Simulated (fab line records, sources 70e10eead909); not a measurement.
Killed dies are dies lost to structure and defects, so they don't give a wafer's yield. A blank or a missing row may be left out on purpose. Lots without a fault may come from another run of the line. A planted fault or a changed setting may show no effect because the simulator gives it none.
Which tool did it? | flow nand_harc | 6 lots, 18 wafers sampled, at 5 steps of a route of 1159

WHAT THE GAUGES READ, wafer by wafer
NHARC_END_SORT_01.
lot | measured | on | killed_at_array

WHICH TOOL RAN EACH LOT (tool, then ch and the chambers of the sampled wafers, then the start)
lot  | NHARC_A_SGD_CUT_ETCH_59                       | NHARC_A_SGD_CUT_STRIP_17                      | NHARC_A_SGD_CUT_CMP_21        | NHARC_A_SLIT_SOFTBAKE_04
L514 | rie_diel-09 ch 0,2,3, day 14 17:13 or earlier | rie_diel-09 ch 0,1,3, day 14 17:13 or earlier | cmp-03 ch 1,2,3, day 14 17:13 | litho_track-04 ch 0, day 14 20:00
L515 | rie_diel-06 ch 1,2, day 14 23:19 or earlier   | rie_diel-06 ch 0,2,3, day 14 23:19 or earlier | cmp-03 ch 0,1,3, day 14 23:19 | litho_track-04 ch 0, day 15 04:00
L520 | rie_diel-09 ch 1,3, day 16 15:52 or earlier   | rie_diel-09 ch 0,2, day 16 15:52 or earlier   | cmp-03 ch 1,2, day 16 15:52   | litho_track-04 ch 0, day 16 22:00
L522 | rie_diel-06 ch 2,3, day 16 20:35 or earlier   | rie_diel-06 ch 2,3, day 16 20:35 or earlier   | cmp-04 ch 0,2,3, day 16 20:35 | litho_track-06 ch 0, day 17 03:00
L526 | rie_diel-06 ch 0,2, day 17 19:04 or earlier   | rie_diel-06 ch 0,2,3, day 17 19:04 or earlier | cmp-02 ch 0,1,3, day 17 19:04 | litho_track-01 ch 0, day 17 22:00
L532 | rie_diel-03 ch 1,3, day 19 03:35 or earlier   | rie_diel-03 ch 0,3, day 19 03:35 or earlier   | cmp-03 ch 0,2,3, day 19 03:35 | litho_track-01 ch 0, day 19 08:00
- NHARC_A_SGD_CUT_ETCH_59: etches the open film in N2/H2, target depth 260 nm, time 406.25 s.
- NHARC_A_SGD_CUT_STRIP_17: strips in O2.
- NHARC_A_SGD_CUT_CMP_21: polishes, target thk 148.19 nm.
- NHARC_A_SLIT_SOFTBAKE_04: time 55 s.

THE ANSWER, worked out from the rows above alone
Rule: what is usual is taken from the lots themselves. Put in order of their means at a reading, lots are off if they are a third of the lots or fewer, leave a main group of 4 or more, and stand apart from it by a gap of 3 or more times the standard deviation of the main group's means; of several such gaps the widest counts. A main group whose means are all the same, to the digits that the tables above print for the reading, isn't used. A lot without any number at a reading at which 4 lots or more have one is off too. The other lots that the step has rows for count as sound.
No lot is off at any reading shown: from this, nothing can be told.

WHAT THE SIMULATOR HAD PUT IN
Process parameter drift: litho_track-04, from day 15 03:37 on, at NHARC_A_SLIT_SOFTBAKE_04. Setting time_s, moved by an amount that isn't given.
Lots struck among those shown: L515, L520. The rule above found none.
